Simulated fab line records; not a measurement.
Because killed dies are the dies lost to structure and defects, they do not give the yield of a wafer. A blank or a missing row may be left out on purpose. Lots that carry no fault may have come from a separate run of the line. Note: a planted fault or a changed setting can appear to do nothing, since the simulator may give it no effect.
fab line records	flow n5-finfet
[record] lots = 6	wafers = 18	last-day = 17
route steps=1938 shown SDB@357 BEOL_M4@1111 PASSIVATION@1936
lots that met no fault: from a run of the same line without faults
start-h: the number of hours between the record's first day and the start of the first shown wafer of the lot	wait-h: hours since the lot's step before	" identical to the entry in the row above	L1.1+2: one row covering several wafers at once	- no value, or no start was given	* or withheld: withheld	< > ~ a bound
route shown NAME@n: a module of which the file shows steps, and the number in the route of the first	usual: the fault-free wafers' mean and standard deviation	same: alike in all rows	chamber/n: place in a boat	sites: the reading at each site	_std_site: standard deviation across them	_edge_site: inner sites' mean taken away from outer sites' mean	radius-mm: how far each site lies from the wafer's centre	mask NAME#n: copy n	behind: the most recent tool/chamber to have shaped the wafer	hold: reason for holding the lot/hours on hold/outcome of the hold	device: the n, p or np transistor that did not switch	end of line: at the end of the route, the tests of the same wafers	for a step that has no rows: nothing shown but its recipe	killed: count of dies lost to structure and defects at first sort (not the wafer's yield)	map: a wafer's dies, x killed, . not, _ none there
set.NAME: setting as actually run; set.NAME@STEP: the setting as run at that earlier step	model.NAME: the simulator's own value behind a step, which no gauge read
certain route steps with their lots: each step a table, each wafer a row
services: from which hour (start-h, from the record's first day; less than 0 if before it) a tool's chamber was out of use, for how many hours, and why
[[steps]]
[step N5_SDB_OVL_MEAS_12]
[recipe] points-per-wafer = 44
[usual] SDB_OVL = -0.1/0.71
lot.wafer	tool	chamber	start-h	wait-h	SDB_OVL[nm]
L867.2	overlay-02	0	80.31	0.0	1.2
L867.3	"	0	"	"	0.7
L867.5	"	0	"	"	0.6
L871.2	overlay-01	0	103.04	0.0	-0.9
L871.5	"	0	"	"	-0.8
L871.6	"	0	"	"	-1.1
L873.1	overlay-02	0	116.60	0.0	0.5
L873.3	"	0	"	"	-0.2
L873.5	"	0	"	"	0.0
L875.1	overlay-02	0	126.88	0.0	-0.2
L875.2	"	0	"	"	-2.0
L875.6	"	0	"	"	-0.2
L885.2	overlay-01	0	186.75	0.0	0.5
L885.3	"	0	"	"	-0.4
L885.5	"	0	"	"	0.1
L887.1	overlay-01	0	199.98	0.0	-0.5
L887.5	"	0	"	"	-0.7
L887.6	"	0	"	"	0.2
[step N5_SDB_INSPECT_13]
[recipe] mode = adi	inspect-instrument = brightfield
[usual] raw-defect-count = 76/32
lot.wafer	tool	chamber	start-h	wait-h	raw-defect-count
L867.2	defect-inspect-01	-	80.33	0.0	82
L867.3	"	-	"	"	72
L867.5	"	-	"	"	79
L871.2	defect-inspect-01	-	103.07	0.0	32
L871.5	"	-	"	"	37
L871.6	"	-	"	"	78
L873.1	defect-inspect-02	-	116.63	0.0	73
L873.3	"	-	"	"	79
L873.5	"	-	"	"	49
L875.1	defect-inspect-01	-	126.90	0.0	64
L875.2	"	-	"	"	62
L875.6	"	-	"	"	52
L885.2	defect-inspect-02	-	186.77	0.0	72
L885.3	"	-	"	"	132
L885.5	"	-	"	"	59
L887.1	defect-inspect-01	-	200.00	0.0	37
L887.5	"	-	"	"	42
L887.6	"	-	"	"	31
[step N5_SDB_DESCUM_16]
[recipe] chemistry = O2	time-s = 7.9	source-power-w = 50	bias-power-w = 20	pressure-mtorr = 20	rf-frequency-hz = 2.712e+07	temp-c = 40	resist = CAR-ArF	o2-flow-sccm = 225
[step N5_SDB_ETCH_17]
[recipe] chemistry = CF4	target = SiARC	target-depth-a = 234	mask-material = CAR-ArF	time-s = 39	ion-energy-ev = 80	pressure-mtorr = 40	source-w = 545	bias-w = 36	Ar_flow_sccm = 100	cf4-flow-sccm = 100	ends = cleared
[step N5_SDB_ETCH_18]
[recipe] chemistry = N2/H2	target = SOC	target-depth-a = 1000	overetch-a = 200	mask-material = SiARC	temp-c = 40	time-s = 150	ion-energy-ev = 200	pressure-mtorr = 30	source-w = 840	bias-w = 150	n2-flow-sccm = 200	h2-flow-sccm = 200
[usual] bias-w = 150.0/0.46	drypump-motor-current-A = 5.8/0.46	oes-product-au = 0.71/0.086	rf-vpp-V = 524.5/1.7	showerhead-plenum-p-Torr = 2.57/0.063	throttle-valve-pct = 17.91/0.3
lot.wafer	tool	chamber	start-h	wait-h	bias-w	drypump-motor-current-A	oes-product-au	rf-hours-counter-h	rf-vpp-V	showerhead-plenum-p-Torr	throttle-valve-pct
L867.2	rie-diel-03	3	80.46	0.0	149.6	5.8	0.64	225	521.3	2.51	17.86
L867.3	"	0	"	"	149.2	5.9	0.61	243	525.1	2.60	18.29
L867.5	"	2	"	"	149.9	5.3	0.62	-	525.1	2.61	18.26
L871.2	rie-diel-03	3	103.34	0.0	150.0	5.7	0.64	233	523.5	2.50	17.88
L871.5	"	0	"	"	149.4	5.9	0.62	-	526.5	2.60	18.29
L871.6	"	3	"	"	150.6	5.7	0.64	-	523.6	2.50	17.87
L873.1	rie-diel-01	0	116.73	0.0	150.1	6.7	0.63	233	525.3	2.63	18.07
L873.3	"	2	"	"	149.1	5.3	0.64	215	523.2	2.52	18.04
L873.5	"	0	"	"	150.1	6.7	0.63	-	526.3	2.63	18.06
L875.1	rie-diel-06	3	127.82	0.0	150.6	5.7	0.68	160	524.5	2.55	18.31
L875.2	"	1	"	"	150.7	6.1	0.82	17	528.6	2.71	17.50
L875.6	"	1	"	"	150.6	6.0	0.82	-	528.6	2.71	17.50
L885.2	rie-diel-01	3	187.19	0.0	150.1	5.5	0.63	227	522.7	2.51	18.11
L885.3	"	2	"	"	150.4	5.3	0.62	242	523.1	2.51	18.09
L885.5	"	1	"	"	150.7	6.4	0.76	-	525.0	2.56	17.38
L887.1	rie-diel-01	3	200.10	0.0	149.5	5.5	0.62	232	522.4	2.51	18.08
L887.5	"	3	"	"	149.8	5.4	0.63	-	522.8	2.51	18.10
L887.6	"	2	"	"	150.0	5.3	0.62	-	521.8	2.51	18.10
[step N5_SDB_STRIP_19]
[recipe] chemistry = N2/H2	temp-c = 40	n2-flow-sccm = 200	h2-flow-sccm = 200	rf-frequency-hz = 6e+07
[step N5_SDB_STRIP_21]
[recipe] chemistry = CF4	resist = SiARC	power-w = 300	bias-power-w = 75	pressure-mtorr = 50	cf4-flow-sccm = 150	rf-frequency-hz = 6e+07
[usual] cf4-flow-sccm = 150.0/0.49	drypump-motor-current-A = 5.8/0.46	oes-product-au = 0.78/0.095	rf-vpp-V = 271.6/1.3	showerhead-plenum-p-Torr = 1.81/0.038	throttle-valve-pct = 13.63/0.3
lot.wafer	tool	chamber	start-h	wait-h	cf4-flow-sccm	drypump-motor-current-A	oes-product-au	rf-hours-counter-h	rf-vpp-V	showerhead-plenum-p-Torr	throttle-valve-pct
L867.2	rie-diel-03	3	80.60	0.0	149.6	5.7	0.72	225	273.0	1.78	13.66
L867.3	"	0	"	"	149.7	5.8	0.69	243	269.5	1.85	14.11
L867.5	"	2	"	"	150.0	5.3	0.68	-	273.1	1.82	13.96
L871.2	rie-diel-03	3	103.48	0.0	150.1	5.8	0.72	233	271.0	1.78	13.67
L871.5	"	0	"	"	150.6	5.9	0.68	-	273.1	1.84	14.12
L871.6	"	3	"	"	150.3	5.7	0.71	-	269.7	1.78	13.68
L873.1	rie-diel-01	0	116.87	0.0	149.7	6.7	0.70	233	273.0	1.84	13.86
L873.3	"	2	"	"	150.8	5.3	0.70	215	270.6	1.78	13.81
L873.5	"	0	"	"	149.4	6.7	0.70	-	272.1	1.84	13.86
L875.1	rie-diel-06	3	127.96	0.0	149.6	5.6	0.76	160	272.0	1.80	13.98
L875.2	"	1	"	"	150.0	6.0	0.91	17	274.0	1.89	13.19
L875.6	"	1	"	"	149.6	6.0	0.91	-	275.2	1.89	13.18
L885.2	rie-diel-01	3	187.32	0.0	150.9	5.4	0.69	227	270.9	1.77	13.79
L885.3	"	2	"	"	149.5	5.3	0.70	242	271.5	1.77	13.89
L885.5	"	1	"	"	149.9	6.4	0.84	-	271.4	1.80	13.18
L887.1	rie-diel-01	3	200.24	0.0	149.7	5.4	0.69	232	271.2	1.77	13.80
L887.5	"	3	"	"	149.6	5.4	0.69	-	271.9	1.77	13.79
L887.6	"	2	"	"	149.3	5.3	0.68	-	270.8	1.77	13.90
[step N5_SDB_HM_OPEN_20]
[recipe] chemistry = CH3F/O2	target = SiNx	mask-material = SOC	target-depth-a = 240	stop-on = poly-Si	over-etch-frac = 0.4	ion-energy-ev = 120	pressure-mtorr = 30	source-w = 395	bias-w = 73	Ar_flow_sccm = 150	CH3F_flow_sccm = 30	O2_flow_sccm = 20
[usual] O2_flow_sccm = 20.01/0.057	drypump-motor-current-A = 5.8/0.46	oes-product-au = 0.65/0.079	rf-vpp-V = 295/4.5	showerhead-plenum-p-Torr = 2.02/0.05	throttle-valve-pct = 16.40/0.24
lot.wafer	tool	chamber	start-h	wait-h	O2_flow_sccm	drypump-motor-current-A	oes-product-au	rf-hours-counter-h	rf-vpp-V	showerhead-plenum-p-Torr	throttle-valve-pct
L867.2	rie-diel-03	3	80.62	0.0	20.00	5.8	0.61	225	290	1.96	16.27
L867.3	"	0	"	"	20.01	5.9	0.57	243	301	2.05	16.77
L867.5	"	2	"	"	20.05	5.4	0.56	-	293	2.05	16.74
L871.2	rie-diel-03	3	103.50	0.0	20.01	5.7	0.60	233	291	1.96	16.28
L871.5	"	0	"	"	20.06	5.9	0.58	-	301	2.05	16.79
L871.6	"	3	"	"	20.01	5.7	0.60	-	291	1.96	16.28
L873.1	rie-diel-01	0	116.89	0.0	20.05	6.7	0.58	233	292	2.06	16.60
L873.3	"	2	"	"	20.01	5.3	0.59	215	290	1.98	16.56
L873.5	"	0	"	"	19.97	6.7	0.60	-	292	2.06	16.61
L875.1	rie-diel-06	3	127.98	0.0	20.10	5.6	0.63	160	292	1.98	16.63
L875.2	"	1	"	"	20.04	6.0	0.75	17	299	2.15	16.10
L875.6	"	1	"	"	20.06	6.1	0.77	-	300	2.15	16.08
L885.2	rie-diel-01	3	187.34	0.0	19.97	5.4	0.57	227	296	1.98	16.54
L885.3	"	2	"	"	20.02	5.3	0.57	242	290	1.97	16.63
L885.5	"	1	"	"	19.99	6.4	0.71	-	299	2.03	16.02
L887.1	rie-diel-01	3	200.26	0.0	20.01	5.5	0.56	232	295	1.98	16.53
L887.5	"	3	"	"	19.98	5.5	0.57	-	295	1.98	16.54
L887.6	"	2	"	"	19.94	5.3	0.58	-	288	1.97	16.64
[step N5_SDB_STRIP_22]
[recipe] chemistry = N2/H2	power-w = 1000	temp-c = 250	h2-frac = 0.65	overash-fraction = 0.3	pressure-mtorr = withheld	n2-flow-sccm = 1750	h2-flow-sccm = 3250
[usual] drypump-motor-current-A = 5.8/0.4	heater-power-w = 326/24	oes-product-au = 0.714/0.0045	strip-time-to-endpoint-s = 96.2/0.42
lot.wafer	tool	chamber	start-h	wait-h	drypump-motor-current-A	heater-power-w	oes-product-au	rf-hours-counter-h	strip-time-to-endpoint-s
L867.2	plasma-asher-01	0	80.70	0.1	6.2	303	0.714	38	95.7
L867.3	"	0	"	"	6.2	310	0.715	-	96.1
L867.5	"	0	"	"	6.2	298	0.718	-	95.9
L871.2	plasma-asher-02	0	103.58	0.1	5.2	312	0.715	98	95.9
L871.5	"	1	"	"	5.4	363	0.719	-	96.3
L871.6	"	0	"	"	5.3	310	0.707	-	96.0
L873.1	plasma-asher-01	0	116.97	0.1	6.2	301	0.720	45	96.6
L873.3	"	1	"	"	6.1	336	0.710	-	96.0
L873.5	"	1	"	"	6.1	354	0.709	-	96.4
L875.1	plasma-asher-02	1	128.65	0.6	5.4	352	0.719	105	95.8
L875.2	"	0	"	"	5.3	312	0.716	105	96.0
L875.6	"	1	"	"	5.5	364	0.709	-	96.1
L885.2	plasma-asher-01	1	187.43	0.1	6.1	340	0.712	58	96.6
L885.3	"	1	"	"	6.1	338	0.717	-	96.4
L885.5	"	0	"	"	6.2	304	0.714	-	96.1
L887.1	plasma-asher-01	0	200.34	0.1	6.2	307	0.703	60	95.9
L887.5	"	1	"	"	6.1	346	0.713	-	95.9
L887.6	"	0	"	"	6.2	302	0.715	-	95.8
[step N5_SDB_PRECLEAN_23]
[recipe] chemistry = dHF	time-s = 30	temp-c = 25	dilution = withheld
[step N5_SDB_DUMMY_REMOVE_24]
[recipe] chemistry = TMAH	temp-c = 70	target = poly-Si	stop-on = SiO2	target-depth-nm = 142	conc-wt-pct = 5	time-s = 57	dry = ipa-marangoni	rinse-time-s = 30	rinse-temp-c = 23
[step N5_SDB_ETCH_25]
[recipe] chemistry = C4F6/O2	target = SiO2	target-depth-a = 100	time-s = 3.3	ion-energy-ev = 250	mask-material = SiNx	pressure-mtorr = 30	source-w = 345	bias-w = 185	Ar_flow_sccm = 300	C4F6_flow_sccm = 10	O2_flow_sccm = 10
[usual] O2_flow_sccm = 9.999/0.03	bias-w = 185.0/0.62	drypump-motor-current-A = 5.7/0.48	oes-product-au = 0.79/0.088	rf-vpp-V = 662/11	showerhead-plenum-p-Torr = 2.89/0.077	throttle-valve-pct = 21.27/0.21
lot.wafer	tool	chamber	start-h	wait-h	O2_flow_sccm	bias-w	drypump-motor-current-A	oes-product-au	rf-hours-counter-h	rf-vpp-V	showerhead-plenum-p-Torr	throttle-valve-pct
L867.2	rie-diel-06	3	80.91	0.0	10.010	185.7	5.6	0.80	143	655	2.83	21.44
L867.3	"	3	"	"	9.967	185.9	5.7	0.79	-	654	2.83	21.43
L867.5	"	0	"	"	9.966	185.4	5.1	0.82	-	681	3.00	21.25
L871.2	rie-diel-06	3	103.83	0.1	10.026	183.6	5.6	0.78	150	653	2.83	21.45
L871.5	"	3	"	"	10.009	184.5	5.7	0.79	-	653	2.83	21.45
L871.6	"	0	"	"	10.019	185.1	5.1	0.81	-	681	3.00	21.26
L873.1	rie-diel-03	1	117.22	0.1	10.041	185.2	6.0	0.91	15	656	2.82	21.26
L873.3	"	0	"	"	10.014	184.3	5.9	0.67	257	675	2.91	21.60
L873.5	"	1	"	"	9.990	184.2	6.0	0.92	-	655	2.82	21.25
L875.1	rie-diel-01	0	128.93	0.1	10.030	185.0	6.7	0.69	238	652	2.92	21.36
L875.2	"	1	"	"	9.992	186.0	6.4	0.89	51	670	2.89	20.83
L875.6	"	0	"	"	10.024	186.1	6.7	0.69	-	653	2.92	21.37
L885.2	rie-diel-06	1	187.66	0.0	9.993	186.0	6.1	0.89	37	670	3.04	21.04
L885.3	"	0	"	"	9.966	185.7	5.2	0.78	138	681	2.98	21.30
L885.5	"	0	"	"	10.018	186.2	5.1	0.79	-	682	2.98	21.28
L887.1	rie-diel-01	3	200.56	0.0	10.036	185.0	5.5	0.70	232	661	2.81	21.33
L887.5	"	3	"	"	10.067	185.7	5.4	0.69	-	660	2.81	21.32
L887.6	"	0	"	"	9.976	185.4	6.7	0.95	-	652	2.91	20.98
[step N5_SDB_CUT_ETCH_26]
[recipe] chemistry = HBr/Cl2/O2	target = Si	target-depth-a = 1296	bt-time-s = 20	mask-material = SiNx	time-s = 51.8	ion-energy-ev = *	bias-w = *	pressure-mtorr = 10	icp-w = 800	HBr_flow_sccm = 150	Cl2_flow_sccm = 80	O2_flow_sccm = 12
[usual] O2_flow_sccm = 11.99/0.037	bias-w = *	drypump-motor-current-A = 5.6/0.6	oes-product-au = 1.002/0.015	throttle-valve-pct = 37.3/0.32
lot.wafer	tool	chamber	start-h	wait-h	O2_flow_sccm	bias-w	drypump-motor-current-A	oes-product-au	rf-hours-counter-h	throttle-valve-pct	model.SDB.feature-depth-nm	model.etch.depth-nm	model.SiNx_of_SDB_HM_DEP_00.thk-nm
L867.2	rie-si-02	0	81.03	0.1	12.05	*	4.9	0.984	6	37.9	131.6	131.7	22.8
L867.3	"	2	"	"	12.01	*	6.4	1.007	60	37.2	134.8	134.7	21.6
L867.5	"	0	"	"	12.02	*	4.9	0.988	-	37.9	130.2	130.3	22.2
L871.2	rie-si-05	3	103.91	0.1	12.02	*	5.6	0.999	90	37.6	130.8	130.8	22
L871.5	"	2	"	"	12.05	*	6.2	1.002	-	36.9	126.8	126.8	23.2
L871.6	"	3	"	"	11.96	*	5.7	0.994	-	37.5	131.6	131.5	22.6
L873.1	rie-si-04	2	117.31	0.1	11.99	*	6.0	0.997	8	36.9	125.6	125.7	23.6
L873.3	"	1	"	"	12.01	*	5.4	1.010	183	37.2	130.8	130.8	23
L873.5	"	3	"	"	12.01	*	4.9	1.000	-	37.6	129.6	129.7	23.4
L875.1	rie-si-02	0	129.02	0.1	11.94	*	4.9	0.983	7	37.9	128.6	128.6	21.8
L875.2	"	1	"	"	12.01	*	5.1	1.010	27	37.3	132.4	132.4	21.6
L875.6	"	3	"	"	12.03	*	6.0	1.005	-	37.5	130.6	130.7	23.2
L885.2	rie-si-04	2	187.74	0.1	12.02	*	6.0	1.006	9	36.9	117.4	117.4	25.8
L885.3	"	0	"	"	11.99	*	6.5	0.975	4	37.0	120.6	120.7	25.6
L885.5	"	0	"	"	11.99	*	6.4	0.966	-	37.0	121.2	121.3	27
L887.1	rie-si-04	3	200.64	0.1	12.08	*	4.9	0.994	28	37.6	119.2	119.1	25.6
L887.5	"	2	"	"	11.98	*	6.0	0.997	-	36.9	115.8	115.8	26.8
L887.6	"	1	"	"	12.07	*	5.4	1.019	-	37.2	119.8	119.8	26.8
[step N5_SDB_PRECLEAN_38]
[recipe] chemistry = dHF	time-s = 10	dilution = 750:1	temp-c = 25
[usual] bath-heat-duty-pct = 6.2/0.78
lot.wafer	tool	chamber	start-h	wait-h	bath-heat-duty-pct	model.SiNx_of_SDB_HM_DEP_00.thk-nm
L867.2	wet-bench-02	4	81.15	0.1	5.8	22.8
L867.3	"	0	"	"	7.0	21.6
L867.5	"	7	"	"	7.4	22
L871.2	wet-bench-01	7	104.03	0.1	6.3	22
L871.5	"	4	"	"	5.5	23.2
L871.6	"	2	"	"	6.2	22.6
L873.1	wet-bench-02	6	117.43	0.1	5.3	23.6
L873.3	"	7	"	"	6.8	23
L873.5	"	0	"	"	7.2	23.4
L875.1	wet-bench-01	2	129.13	0.1	7.3	21.6
L875.2	"	7	"	"	6.5	21.6
L875.6	"	0	"	"	5.6	23.2
L885.2	wet-bench-02	5	187.86	0.1	5.6	25.8
L885.3	"	6	"	"	5.4	25.6
L885.5	"	4	"	"	6.2	26.8
L887.1	wet-bench-01	6	200.76	0.1	5.8	25.6
L887.5	"	0	"	"	4.3	26.8
L887.6	"	7	"	"	6.4	26.6
[step N5_SDB_PRECLEAN_39]
[recipe] chemistry = O3/DIW	time-s = 45	temp-c = 22	o3-ppm = 10
[step N5_BEOL_M4_RC_MEAS_101]
[usual] DIBL_N = 36.0/1.7	DIBL_P = 36.0/2	IOFF_N = 0.156/0.028	IOFF_P = 0.21/0.04	ION_N = 673/12	ION_P = 463/8.3	SS_N = 71.4/0.6	SS_P = 73.3/0.66	VT_N = 250/3	VT_P = -250/3.8
lot.wafer	tool	chamber	start-h	wait-h	DIBL_N[mV/V]	DIBL_P[mV/V]	IOFF_N[nA/um]	IOFF_P[nA/um]	ION_N[uA/um]	ION_P[uA/um]	SS_N[mV/dec]	SS_P[mV/dec]	VT_N[mV]	VT_P[mV]
L867.2	prober-02	0	169.46	0.2	32.8	32.6	0.114	0.14	664	451	71.0	71.6	255	-259
L867.3	"	0	"	"	34.9	35.6	0.151	0.18	692	466	71.0	73.7	250	-253
L867.5	"	0	"	"	33.6	35.5	0.134	0.17	675	458	70.9	73.3	252	-254
L871.2	prober-02	0	203.50	0.2	36.6	35.4	0.152	0.20	679	464	70.9	73.1	251	-252
L871.5	"	0	"	"	37.0	37.2	0.158	0.23	661	459	72.0	74.2	253	-249
L871.6	"	0	"	"	38.1	37.0	0.174	0.23	684	462	71.4	74.4	250	-250
L873.1	prober-02	0	207.88	0.0	37.3	35.2	0.166	0.20	661	455	72.5	73.8	252	-251
L873.3	"	0	"	"	36.4	35.3	0.167	0.21	680	473	71.4	74.1	249	-250
L873.5	"	0	"	"	36.3	35.7	0.160	0.22	676	468	70.8	74.0	251	-248
L875.1	prober-02	0	226.85	0.0	33.4	33.8	0.127	0.20	668	462	71.3	72.1	252	-246
L875.2	"	0	"	"	34.8	35.0	0.141	0.22	662	458	72.1	73.4	254	-246
L875.6	"	0	"	"	32.9	32.3	0.119	0.19	663	456	71.0	72.1	255	-246
L887.1	prober-01	0	298.51	0.0	33.8	32.2	0.107	0.14	638	443	71.5	72.4	257	-259
L887.5	"	0	"	"	33.1	31.8	0.107	0.13	661	452	71.0	71.8	255	-258
L887.6	"	0	"	"	36.6	36.4	0.147	0.18	663	455	71.3	73.4	253	-255
L885.2	prober-01	0	300.94	0.2	33.8	32.6	0.125	0.16	667	461	70.6	73.0	252	-252
L885.3	"	0	"	"	35.0	33.8	0.134	0.17	661	449	71.3	74.0	253	-253
L885.5	"	0	"	"	33.8	31.9	0.133	0.15	670	455	70.6	72.8	251	-254
[step N5_PASSIVATION_PROBE_49]
[usual] defect-limited-yield = 91.6/1.6	killed_at_M0_to_M3 = 31/10	killed_at_M4_up = 14/6.3	killed-at-contacts = 12/6.1	killed-at-front-end = 39/12	killed-at-other = 3.7/2.8	killed-dies = 100/19	killed-open = 66/14	killed-short = 33/8.1	sort_bin_5_function = 5.0/1.1	sort_bin_6_memory = 3.2/0.66	sort_bin_8_speed = 0.01/0.077	sort-n-pass = 1080/18	sort-yield-pct = 91.6/1.6
[same] gross-dies = 1180	killed-at-back-side = 0	sort_bin_4_leakage[%] = 0
lot.wafer	tool	chamber	start-h	wait-h	defect-limited-yield[%]	killed_at_M0_to_M3	killed_at_M4_up	killed-at-contacts	killed-at-front-end	killed-at-other	killed-dies	killed-open	killed-short	sort_bin_5_function[%]	sort_bin_6_memory[%]	sort_bin_8_speed[%]	sort-n-pass	sort-yield-pct[%]
L867.2	prober-01	-	264.12	0.1	92.7	24	7	14	40	1	86	61	25	4.1	3.1	0	1094	92.7
L867.3	prober-01	-	264.17	0.1	91.4	34	7	11	47	2	101	71	29	4.8	3.5	0	1079	91.4
L867.5	prober-01	-	264.27	0.2	91.9	37	13	22	22	2	96	65	31	4.7	3.2	0	1084	91.9
L871.2	prober-02	-	304.58	0.1	93.6	21	6	10	38	1	76	60	13	3.6	2.7	0	1104	93.6
L871.5	prober-02	-	304.73	0.2	91.3	28	8	8	53	6	103	72	29	5.5	3.1	0	1077	91.3
L871.6	prober-02	-	304.78	0.3	91.4	30	13	7	43	9	102	58	41	4.8	3.4	0	1078	91.4
L875.1	prober-01	-	331.02	0.0	90.9	49	14	6	38	0	107	77	30	5.2	3.8	0	1073	90.9
L875.2	prober-01	-	331.07	0.1	92.5	31	13	8	35	1	88	58	26	4.0	3.2	0	1092	92.5
L875.6	prober-01	-	331.27	0.3	92.7	29	16	4	36	1	86	64	21	4.2	3.1	0	1094	92.7
L885.2	prober-02	-	404.45	0.1	92.5	26	9	19	32	3	89	58	30	4.1	2.9	0	1091	92.5
L885.3	prober-02	-	404.50	0.1	93.6	11	16	7	35	7	76	54	22	3.2	2.9	0	1104	93.6
L885.5	prober-02	-	404.60	0.2	91.3	29	19	19	36	0	103	67	36	5.8	2.5	0	1077	91.3
// killed by level:class
L867.2 FIN_SAQP:geometric-particle:open=14 MOL_CONTACT_COAG:geometric-particle:open=13 DUMMY_GATE:geometric-particle:open=7 BEOL_M2:geometric-particle:open=6 BEOL_M3:geometric-particle:open=6 FIN_SAQP:geometric-particle:short=5 STI_FIN_REVEAL:geometric-particle:open=4 STARTING-WAFER:geometric-particle:short=3
L867.3 FIN_SAQP:geometric-particle:open=15 STI_FIN_REVEAL:geometric-particle:open=10 MOL_CONTACT_COAG:geometric-particle:open=8 BEOL_M1:geometric-particle:open=8 BEOL_M2:geometric-particle:open=8 BEOL_M3:geometric-particle:open=5 FIN_SAQP:geometric-particle:short=4 BEOL_M0_SAQP:geometric-particle:short=4
L867.5 MOL_CONTACT_COAG:geometric-particle:open=14 BEOL_M2:geometric-particle:open=10 MOL_CONTACT_COAG:geometric-particle:short=8 BEOL_M0_SAQP:geometric-particle:short=7 BEOL_M1:geometric-particle:open=6 BEOL_M3:geometric-particle:open=5 FIN_SAQP:geometric-particle:open=4 STI_FIN_REVEAL:geometric-particle:open=4
L871.2 STI_FIN_REVEAL:geometric-particle:open=16 FIN_SAQP:geometric-particle:open=9 MOL_CONTACT_COAG:geometric-particle:open=9 BEOL_M0_SAQP:geometric-particle:open=5 BEOL_M3:geometric-particle:open=5 BEOL_M0_SAQP:geometric-particle:short=4 BEOL_M1:geometric-particle:open=3 BEOL_M4:geometric-particle:open=3
L871.5 FIN_SAQP:geometric-particle:open=13 STI_FIN_REVEAL:geometric-particle:open=12 BEOL_M1:geometric-particle:open=9 MOL_CONTACT_COAG:geometric-particle:open=7 FIN_SAQP:geometric-particle:short=5 STI_FIN_REVEAL:geometric-particle:short=4 DUMMY_GATE:geometric-particle:short=4 GATE_CUT:geometric-particle:open=4
L871.6 FIN_SAQP:geometric-particle:open=8 FIN_SAQP:geometric-particle:short=8 BEOL_M0_SAQP:geometric-particle:short=8 BEOL_M3:geometric-particle:open=6 GATE_CUT:geometric-particle:short=6 BEOL_M5:geometric-particle:open=6 STI_FIN_REVEAL:geometric-particle:open=5 MOL_CONTACT_COAG:geometric-particle:open=5
L875.1 BEOL_M0_SAQP:geometric-particle:open=19 STI_FIN_REVEAL:geometric-particle:open=17 BEOL_M0_SAQP:geometric-particle:short=12 MOL_CONTACT_COAG:geometric-particle:open=5 BEOL_M1:geometric-particle:open=5 BEOL_M3:geometric-particle:open=5 BEOL_M4:geometric-particle:open=5 GATE_CUT:geometric-particle:open=4
L875.2 FIN_SAQP:geometric-particle:open=9 BEOL_M4:geometric-particle:open=9 MOL_CONTACT_COAG:geometric-particle:open=7 BEOL_M0_SAQP:geometric-particle:open=7 BEOL_M0_SAQP:geometric-particle:short=7 BEOL_M3:geometric-particle:open=6 FIN_SAQP:geometric-particle:short=5 STI_FIN_REVEAL:geometric-particle:open=4
L875.6 BEOL_M3:geometric-particle:open=13 FIN_SAQP:geometric-particle:open=12 BEOL_M0_SAQP:geometric-particle:open=7 BEOL_M0_SAQP:geometric-particle:short=5 FIN_SAQP:geometric-particle:short=4 MOL_CONTACT_COAG:geometric-particle:open=4 STARTING-WAFER:geometric-particle:short=4 BEOL_M4:geometric-particle:open=4
L885.2 MOL_CONTACT_COAG:geometric-particle:open=12 FIN_SAQP:geometric-particle:short=11 BEOL_M2:geometric-particle:open=10 MOL_CONTACT_COAG:geometric-particle:short=7 FIN_SAQP:geometric-particle:open=6 BEOL_M1:geometric-particle:open=5 BEOL_M0_SAQP:geometric-particle:open=4 DUMMY_GATE:geometric-particle:open=3
L885.3 BEOL_M4:geometric-particle:open=12 FIN_SAQP:geometric-particle:open=8 MOL_CONTACT_COAG:geometric-particle:open=6 FIN_SAQP:geometric-particle:short=5 BEOL_M1:geometric-particle:open=5 STARTING-WAFER:geometric-particle:short=4 STI_FIN_REVEAL:geometric-particle:open=3 ILD0:geometric-particle:open=3
L885.5 MOL_CONTACT_COAG:geometric-particle:open=16 BEOL_M0_SAQP:geometric-particle:open=10 BEOL_M1:geometric-particle:short=7 BEOL_M2:geometric-particle:open=7 BEOL_M4:geometric-particle:open=7 GATE_CUT:geometric-particle:short=6 BEOL_M5:geometric-particle:open=6 DUMMY_GATE:geometric-particle:open=5
[[services]]
tool	chamber	start-h	hours	kind
rie-diel-03	1	57.16	-	clean
rie-diel-03	1	57.16	-	consumable-replace:focus-ring
rie-diel-03	1	57.16	23.2	scheduled-down
rie-diel-03	1	57.16	23.2	vent-cycle
plasma-asher-01	-	66.64	4.5	repair
rie-diel-06	2	78.60	4.3	repair
rie-diel-01	3	80.46	4.2	repair
rie-si-05	1	85.21	22.8	repair
rie-diel-03	2	91.31	7.1	repair
rie-diel-03	2	98.71	-	clean
rie-diel-03	2	98.71	-	consumable-replace:focus-ring
rie-diel-03	2	98.71	21.3	scheduled-down
rie-diel-03	-	111.30	2.4	repair
plasma-asher-01	-	119.53	9.3	repair
rie-si-05	2	131.94	12.4	repair
rie-diel-06	1	132.23	6.0	repair
rie-diel-06	0	133.63	5.5	repair
rie-diel-06	-	139.31	0.5	repair
rie-diel-06	3	155.87	5.8	repair
rie-diel-01	0	167.59	-	clean
rie-diel-01	0	167.59	-	consumable-replace:focus-ring
rie-diel-01	0	167.59	20.5	scheduled-down
rie-diel-01	0	167.59	20.5	vent-cycle
rie-si-05	2	181.15	15.4	repair
[[key]]
[first-sign] step = N5_SDB_CUT_ETCH_26	reading = bias-w	direction = down	sigmas = 92	usual = *	struck = *
effect none on later readings
[model-effect] step = N5_SDB_CUT_ETCH_26	value = SDB.feature-depth-nm	without = 128.9	struck = 119
[model-effect] step = N5_SDB_PRECLEAN_38	value = SiNx_of_SDB_HM_DEP_00.thk-nm	without = 22.1	struck = 26.2
met-at N5_SDB_CUT_ETCH_26
struck-wafers L885.2,L885.3,L885.5,L887.1,L887.5,L887.6
onset-between 117.31 187.74
[fault] kind = process-parameter-drift	tool = rie-si-04	chamber = -	onset-h = 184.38	steps = N5_SDB_CUT_ETCH_26	channel = bias-w	offset = *	shape = step	end-h = 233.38	acts-in = *	stated = *
